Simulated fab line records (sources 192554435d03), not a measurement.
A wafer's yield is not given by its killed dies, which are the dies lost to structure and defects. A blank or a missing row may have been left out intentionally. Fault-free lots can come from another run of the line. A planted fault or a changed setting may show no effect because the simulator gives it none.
fab line records + flow n5-finfet + part 2 of 2: steps 5 to 6 of 6
[record]
- lots = 22
- wafers = 66
- last-day = 18
route steps=1938 shown BEOL_M14@1746 BEOL_M15@1787
lots with no fault: from the same line, run without faults
start-h: hours from the record's first day to the start of the lot's first wafer shown + wait-h: how many hours have passed since the lot's step before this one + " same as the row above + L1.1+2: several wafers, shown together as one row + - no value present, or no start provided + * or withheld: withheld + < > ~ a bound
route shown NAME@n: names a module that has steps shown in the file, with the first one's number in the route + usual: the fault-free wafers' mean and standard deviation + same: alike in all rows + chamber/n: place in a boat + sites: the reading at each site + _std_site: standard deviation across them + _edge_site: outer sites' mean less inner sites' + radius-mm: how far each site lies from the wafer's centre + mask NAME#n: copy n + behind: the tool/chamber that last shaped the wafer + hold: cause of the lot's hold/its duration in hours/its outcome + device: the n, p or np transistor that did not switch + end of line: the tests these same wafers got at the end of their route + a step without rows: its recipe alone + killed: count of dies lost to structure and defects at first sort (not the wafer's yield) + map: per-die view of a wafer (x killed, . not killed, _ where there is no die)
set.NAME: the setting the step ran with; set.NAME@STEP: the setting that earlier step ran with + model.NAME: the simulator's own value behind a step, which no gauge read
route steps across a sampled set of lots; one table per step, one row per wafer
services: a tool's chamber out of use, with start hour (start-h, from the record's first day; less than 0 if before it), hours out, and reason
[[steps]]
[step N5_BEOL_M15_OVL_MEAS_29]
[recipe]
- points-per-wafer = 44
[usual]
- M15_OVL = 1/6.5
| lot.wafer | tool       | chamber | start-h | wait-h | M15_OVL[nm] |
|-----------|------------|---------|---------|--------|-------------|
| L074.3    | overlay-01 | 0       | 251.17  | 0.0    | -7          |
| L074.4    | "          | 0       | "       | "      | -7          |
| L074.5    | "          | 0       | "       | "      | -6          |
| L075.1    | overlay-01 | 0       | 272.00  | 0.0    | -6          |
| L075.2    | "          | 0       | "       | "      | -5          |
| L075.5    | "          | 0       | "       | "      | -7          |
| L076.2    | overlay-02 | 0       | 276.03  | 0.0    | -3          |
| L076.3    | "          | 0       | "       | "      | 7           |
| L076.4    | "          | 0       | "       | "      | -1          |
| L078.1    | overlay-02 | 0       | 296.14  | 0.0    | 2           |
| L078.2    | "          | 0       | "       | "      | 21          |
| L078.5    | "          | 0       | "       | "      | 7           |
| L079.2    | overlay-01 | 0       | 296.61  | 0.0    | 1           |
| L079.4    | "          | 0       | "       | "      | 6           |
| L079.6    | "          | 0       | "       | "      | 9           |
| L081.1    | overlay-01 | 0       | 313.37  | 0.0    | -2          |
| L081.3    | "          | 0       | "       | "      | 2           |
| L081.6    | "          | 0       | "       | "      | 10          |
| L080.1    | overlay-02 | 0       | 314.27  | 0.0    | -5          |
| L080.2    | "          | 0       | "       | "      | -1          |
| L080.4    | "          | 0       | "       | "      | 4           |
| L083.1    | overlay-02 | 0       | 316.31  | 0.0    | 1           |
| L083.3    | "          | 0       | "       | "      | -3          |
| L083.4    | "          | 0       | "       | "      | 2           |
| L084.1    | overlay-02 | 0       | 316.75  | 0.0    | -1          |
| L084.3    | "          | 0       | "       | "      | -4          |
| L084.6    | "          | 0       | "       | "      | 0           |
| L082.1    | overlay-01 | 0       | 324.93  | 0.0    | -1          |
| L082.3    | "          | 0       | "       | "      | -1          |
| L082.5    | "          | 0       | "       | "      | 1           |
| L086.4    | overlay-02 | 0       | 335.63  | 0.0    | 11          |
| L086.5    | "          | 0       | "       | "      | 8           |
| L086.6    | "          | 0       | "       | "      | 6           |
| L085.3    | overlay-02 | 0       | 338.21  | 0.0    | -9          |
| L085.4    | "          | 0       | "       | "      | -10         |
| L085.5    | "          | 0       | "       | "      | -5          |
| L088.2    | overlay-01 | 0       | 352.05  | 0.0    | -1          |
| L088.4    | "          | 0       | "       | "      | -1          |
| L088.5    | "          | 0       | "       | "      | 8           |
| L087.1    | overlay-01 | 0       | 356.84  | 0.0    | -8          |
| L087.2    | "          | 0       | "       | "      | -4          |
| L087.5    | "          | 0       | "       | "      | 4           |
| L089.1    | overlay-01 | 0       | 362.25  | 0.0    | -5          |
| L089.5    | "          | 0       | "       | "      | -4          |
| L089.6    | "          | 0       | "       | "      | -3          |
| L090.1    | overlay-01 | 0       | 367.91  | 0.0    | 1           |
| L090.2    | "          | 0       | "       | "      | -6          |
| L090.5    | "          | 0       | "       | "      | 2           |
| L091.2    | overlay-01 | 0       | 368.51  | 0.0    | 7           |
| L091.3    | "          | 0       | "       | "      | 2           |
| L091.6    | "          | 0       | "       | "      | 5           |
| L093.3    | overlay-02 | 0       | 393.13  | 0.0    | 1           |
| L093.5    | "          | 0       | "       | "      | -3          |
| L093.6    | "          | 0       | "       | "      | -4          |
| L095.2    | overlay-01 | 0       | 398.86  | 0.0    | 8           |
| L095.3    | "          | 0       | "       | "      | 5           |
| L095.5    | "          | 0       | "       | "      | 5           |
| L094.1    | overlay-02 | 0       | 399.23  | 0.0    | 3           |
| L094.2    | "          | 0       | "       | "      | -2          |
| L094.6    | "          | 0       | "       | "      | -1          |
| L096.1    | overlay-02 | 0       | 410.31  | 0.0    | 2           |
| L096.2    | "          | 0       | "       | "      | -2          |
| L096.4    | "          | 0       | "       | "      | 6           |
| L097.1    | overlay-02 | 0       | 423.72  | 0.0    | 9           |
| L097.4    | "          | 0       | "       | "      | 16          |
| L097.6    | "          | 0       | "       | "      | 13          |
[step N5_BEOL_M15_ETCH_61]
[recipe]
- chemistry = N2/H2
- target = BARC
- target-depth-a = 890
- overetch-a = 267
- time-s = 67.9
- ion-energy-ev = 200
- pressure-mtorr = 30
- source-w = 840
- bias-w = 150
- n2-flow-sccm = 200
- h2-flow-sccm = 200
[usual]
- drypump-motor-current-A = 5.5/0.34
- oes-product-au = 0.69/0.068
- rf-fwd-power-W = 832.0/2.8
- rf-vpp-V = 524.4/2.6
- showerhead-plenum-p-Torr = 2.56/0.092
- throttle-valve-pct = 17.79/0.26
| lot.wafer | tool        | chamber | start-h | wait-h | drypump-motor-current-A | oes-product-au | rf-fwd-power-W | rf-hours-counter-h | rf-vpp-V | showerhead-plenum-p-Torr | throttle-valve-pct |
|-----------|-------------|---------|---------|--------|-------------------------|----------------|----------------|--------------------|----------|--------------------------|--------------------|
| L074.3    | rie-diel-01 | 0       | 251.55  | 0.0    | 5.9                     | 0.69           | 834.7          | 86                 | 524.4    | 2.57                     | 17.50              |
| L074.4    | "           | 3       | "       | "      | 5.3                     | 0.78           | 830.5          | 15                 | 522.7    | 2.49                     | 17.52              |
| L074.5    | "           | 1       | "       | "      | 5.8                     | 0.60           | 832.2          | -                  | 522.7    | 2.51                     | 18.38              |
| L075.1    | rie-diel-04 | 3       | 272.19  | 0.0    | 5.1                     | 0.76           | 835.6          | 26                 | 527.7    | 2.71                     | 17.49              |
| L075.2    | "           | 2       | "       | "      | 5.5                     | 0.64           | 826.7          | 190                | 528.0    | 2.64                     | 17.86              |
| L075.5    | "           | 3       | "       | "      | 5.2                     | 0.76           | 836.2          | -                  | 528.1    | 2.71                     | 17.50              |
| L076.2    | rie-diel-01 | 2       | 276.12  | 0.0    | 5.4                     | 0.70           | 831.2          | 68                 | 521.0    | 2.47                     | 17.42              |
| L076.3    | "           | 1       | "       | "      | 5.8                     | 0.60           | 834.3          | 242                | 521.9    | 2.50                     | 18.38              |
| L076.4    | "           | 3       | "       | "      | 5.3                     | 0.77           | 829.6          | 24                 | 524.9    | 2.49                     | 17.53              |
| L078.1    | rie-diel-01 | 0       | 296.32  | 0.0    | 5.8                     | 0.67           | 826.3          | 100                | 525.3    | 2.56                     | 17.51              |
| L078.2    | "           | 2       | "       | "      | 5.4                     | 0.70           | 832.8          | 74                 | 521.4    | 2.47                     | 17.44              |
| L078.5    | "           | 3       | "       | "      | 5.3                     | 0.76           | 832.0          | -                  | 522.8    | 2.49                     | 17.54              |
| L079.2    | rie-diel-02 | 0       | 296.78  | 0.0    | 5.8                     | 0.59           | 833.3          | 250                | 525.7    | 2.60                     | 18.12              |
| L079.4    | "           | 3       | "       | "      | 5.9                     | 0.59           | 831.6          | 247                | 524.3    | 2.60                     | 18.04              |
| L079.6    | "           | 3       | "       | "      | 5.9                     | 0.59           | 828.7          | -                  | 524.9    | 2.60                     | 18.06              |
| L081.1    | rie-diel-01 | 1       | 313.46  | 0.0    | 5.8                     | 0.59           | 833.1          | 254                | 523.3    | 2.50                     | 18.41              |
| L081.3    | "           | 2       | "       | "      | 5.4                     | 0.70           | 828.7          | 80                 | 521.1    | 2.47                     | 17.46              |
| L081.6    | "           | 2       | "       | "      | 5.4                     | 0.69           | 832.6          | -                  | 521.8    | 2.47                     | 17.45              |
| L080.1    | rie-diel-02 | 3       | 314.37  | 0.0    | 5.9                     | 0.60           | 832.2          | 254                | 525.2    | 2.60                     | 18.06              |
| L080.2    | "           | 1       | "       | "      | 5.7                     | 0.74           | 829.0          | 55                 | 526.9    | 2.68                     | 17.60              |
| L080.4    | "           | 2       | "       | "      | 6.0                     | 0.61           | 831.9          | -                  | 518.8    | 2.42                     | 18.08              |
| L083.1    | rie-diel-04 | 0       | 316.40  | 0.0    | 4.9                     | 0.61           | 834.7          | 234                | 526.4    | 2.62                     | 17.96              |
| L083.3    | "           | 3       | "       | "      | 5.2                     | 0.74           | 837.4          | 40                 | 529.0    | 2.71                     | 17.51              |
| L083.4    | "           | 1       | "       | "      | 5.2                     | 0.70           | 829.9          | 97                 | 521.6    | 2.45                     | 18.01              |
| L084.1    | rie-diel-02 | 0       | 316.85  | 0.0    | 5.8                     | 0.83           | 832.8          | 0                  | 524.8    | 2.60                     | 17.66              |
| L084.3    | "           | 2       | "       | "      | 6.0                     | 0.60           | 830.0          | 204                | 519.4    | 2.42                     | 18.08              |
| L084.6    | "           | 2       | "       | "      | 6.0                     | 0.61           | 833.8          | -                  | 520.1    | 2.42                     | 18.07              |
| L082.1    | rie-diel-04 | 3       | 325.02  | 0.0    | 5.2                     | 0.74           | 837.0          | 42                 | 529.0    | 2.70                     | 17.52              |
| L082.3    | "           | 2       | "       | "      | 5.4                     | 0.63           | 829.2          | 206                | 526.8    | 2.63                     | 17.89              |
| L082.5    | "           | 0       | "       | "      | 5.0                     | 0.60           | 836.1          | -                  | 526.4    | 2.62                     | 17.96              |
| L086.4    | rie-diel-01 | 3       | 335.75  | 0.0    | 5.3                     | 0.74           | 831.1          | -                  | 522.9    | 2.48                     | 17.57              |
| L086.5    | "           | 0       | "       | "      | 5.9                     | 0.67           | 828.6          | -                  | 524.1    | 2.55                     | 17.54              |
| L086.6    | "           | 2       | "       | "      | 5.4                     | 0.68           | 833.7          | -                  | 521.4    | 2.47                     | 17.46              |
| L085.3    | rie-diel-04 | 2       | 338.34  | 0.0    | 5.5                     | 0.63           | 830.8          | 209                | 526.2    | 2.63                     | 17.91              |
| L085.4    | "           | 1       | "       | "      | 5.2                     | 0.70           | 830.9          | 103                | 521.5    | 2.45                     | 18.01              |
| L085.5    | "           | 1       | "       | "      | 5.2                     | 0.69           | 833.5          | -                  | 522.0    | 2.45                     | 18.02              |
| L088.2    | rie-diel-04 | 3       | 352.14  | 0.0    | 5.2                     | 0.72           | 835.4          | 50                 | 527.5    | 2.70                     | 17.54              |
| L088.4    | "           | 1       | "       | "      | 5.3                     | 0.69           | 830.4          | 107                | 523.0    | 2.45                     | 18.02              |
| L088.5    | "           | 3       | "       | "      | 5.2                     | 0.73           | 831.9          | -                  | 527.8    | 2.70                     | 17.54              |
| L087.1    | rie-diel-01 | 2       | 356.94  | 0.0    | 5.4                     | 0.68           | 828.3          | 95                 | 520.8    | 2.46                     | 17.47              |
| L087.2    | "           | 1       | "       | "      | 5.8                     | 0.79           | 829.9          | 3                  | 522.3    | 2.49                     | 17.93              |
| L087.5    | "           | 2       | "       | "      | 5.3                     | 0.67           | 832.3          | -                  | 522.9    | 2.46                     | 17.48              |
| L089.1    | rie-diel-04 | 1       | 362.34  | 0.0    | 5.2                     | 0.68           | 834.1          | 111                | 522.0    | 2.45                     | 18.05              |
| L089.5    | "           | 0       | "       | "      | 5.0                     | 0.59           | 832.3          | -                  | 526.1    | 2.62                     | 17.98              |
| L089.6    | "           | 1       | "       | "      | 5.2                     | 0.68           | 829.3          | -                  | 521.9    | 2.45                     | 18.04              |
| L090.1    | rie-diel-04 | 3       | 368.10  | 0.0    | 5.2                     | 0.73           | 830.3          | 55                 | 528.6    | 2.70                     | 17.55              |
| L090.2    | "           | 0       | "       | "      | 4.9                     | 0.60           | 827.8          | 249                | 525.3    | 2.62                     | 18.00              |
| L090.5    | "           | 0       | "       | "      | 4.9                     | 0.60           | 829.3          | -                  | 524.8    | 2.62                     | 18.00              |
| L091.2    | rie-diel-02 | 0       | 368.75  | 0.0    | 5.8                     | 0.77           | 832.8          | 18                 | 525.9    | 2.59                     | 17.70              |
| L091.3    | "           | 3       | "       | "      | 5.9                     | 0.80           | 826.7          | 5                  | 525.3    | 2.59                     | 17.63              |
| L091.6    | "           | 1       | "       | "      | 5.8                     | 0.73           | 831.2          | -                  | 528.0    | 2.67                     | 17.64              |
| L093.3    | rie-diel-04 | 2       | 393.22  | 0.0    | 5.5                     | 0.61           | 833.1          | 227                | 525.9    | 2.62                     | 17.94              |
| L093.5    | "           | 2       | "       | "      | 5.5                     | 0.61           | 831.2          | -                  | 525.1    | 2.62                     | 17.94              |
| L093.6    | "           | 1       | "       | "      | 5.2                     | 0.67           | 829.9          | -                  | 521.7    | 2.44                     | 18.06              |
| L095.2    | rie-diel-01 | 3       | 398.95  | 0.0    | 5.3                     | 0.72           | 832.1          | 64                 | 520.2    | 2.47                     | 17.61              |
| L095.3    | "           | 0       | "       | "      | 5.9                     | 0.65           | 832.9          | 133                | 522.4    | 2.55                     | 17.56              |
| L095.5    | "           | 2       | "       | "      | 5.4                     | 0.67           | 830.6          | -                  | 521.5    | 2.46                     | 17.50              |
| L094.1    | rie-diel-02 | 1       | 399.32  | 0.0    | 5.7                     | 0.72           | 833.3          | 86                 | 526.3    | 2.67                     | 17.67              |
| L094.2    | "           | 0       | "       | "      | 5.8                     | 0.75           | 832.2          | 29                 | 527.2    | 2.59                     | 17.71              |
| L094.6    | "           | 3       | "       | "      | 5.9                     | 0.77           | 826.3          | -                  | 524.8    | 2.59                     | 17.61              |
| L096.1    | rie-diel-04 | 0       | 410.55  | 0.0    | 4.9                     | 0.81           | 828.0          | 7                  | 525.2    | 2.61                     | 17.55              |
| L096.2    | "           | 3       | "       | "      | 5.2                     | 0.72           | 832.8          | 68                 | 527.8    | 2.69                     | 17.56              |
| L096.4    | "           | 0       | "       | "      | 4.9                     | 0.81           | 826.9          | -                  | 525.8    | 2.61                     | 17.57              |
| L097.1    | rie-diel-04 | 2       | 423.82  | 0.0    | 5.5                     | 0.61           | 831.9          | 235                | 525.2    | 2.62                     | 17.94              |
| L097.4    | "           | 3       | "       | "      | 5.2                     | 0.70           | 833.8          | 73                 | 527.8    | 2.69                     | 17.56              |
| L097.6    | "           | 0       | "       | "      | 4.9                     | 0.79           | 831.2          | -                  | 524.8    | 2.61                     | 17.58              |
[[services]]
| tool        | chamber | start-h | hours | kind                          |
|-------------|---------|---------|-------|-------------------------------|
| rie-diel-06 | 3       | 240.11  | 5.5   | repair                        |
| rie-diel-03 | 0       | 255.88  | 1.4   | repair                        |
| rie-diel-01 | 2       | 258.46  | 12.2  | repair                        |
| rie-diel-05 | -       | 259.04  | 0.4   | repair                        |
| rie-diel-03 | 2       | 267.03  | 4.8   | repair                        |
| rie-diel-05 | 0       | 268.46  | -     | clean                         |
| rie-diel-03 | 3       | 284.01  | 8.3   | repair                        |
| rie-diel-02 | 0       | 296.99  | -     | clean                         |
| rie-diel-02 | 0       | 296.99  | -     | consumable-replace:focus-ring |
| rie-diel-02 | 0       | 296.99  | 19.5  | scheduled-down                |
| rie-diel-02 | 0       | 296.99  | 19.5  | vent-cycle                    |
| rie-diel-02 | 3       | 316.53  | -     | clean                         |
| rie-diel-02 | 3       | 316.53  | -     | consumable-replace:focus-ring |
| rie-diel-02 | 3       | 316.53  | 36.0  | scheduled-down                |
| rie-diel-02 | 3       | 316.53  | 36.0  | vent-cycle                    |
| rie-diel-01 | 1       | 323.28  | 2.4   | repair                        |
| rie-diel-01 | 1       | 325.83  | -     | clean                         |
| rie-diel-01 | 1       | 325.83  | -     | consumable-replace:focus-ring |
| rie-diel-01 | 1       | 325.83  | 22.3  | scheduled-down                |
| rie-diel-01 | 1       | 325.83  | 22.3  | vent-cycle                    |
| rie-diel-06 | 0       | 342.72  | 16.7  | repair                        |
| rie-diel-04 | 0       | 369.95  | -     | clean                         |
| rie-diel-04 | 0       | 369.95  | -     | consumable-replace:focus-ring |
| rie-diel-02 | 2       | 383.27  | 9.3   | repair                        |
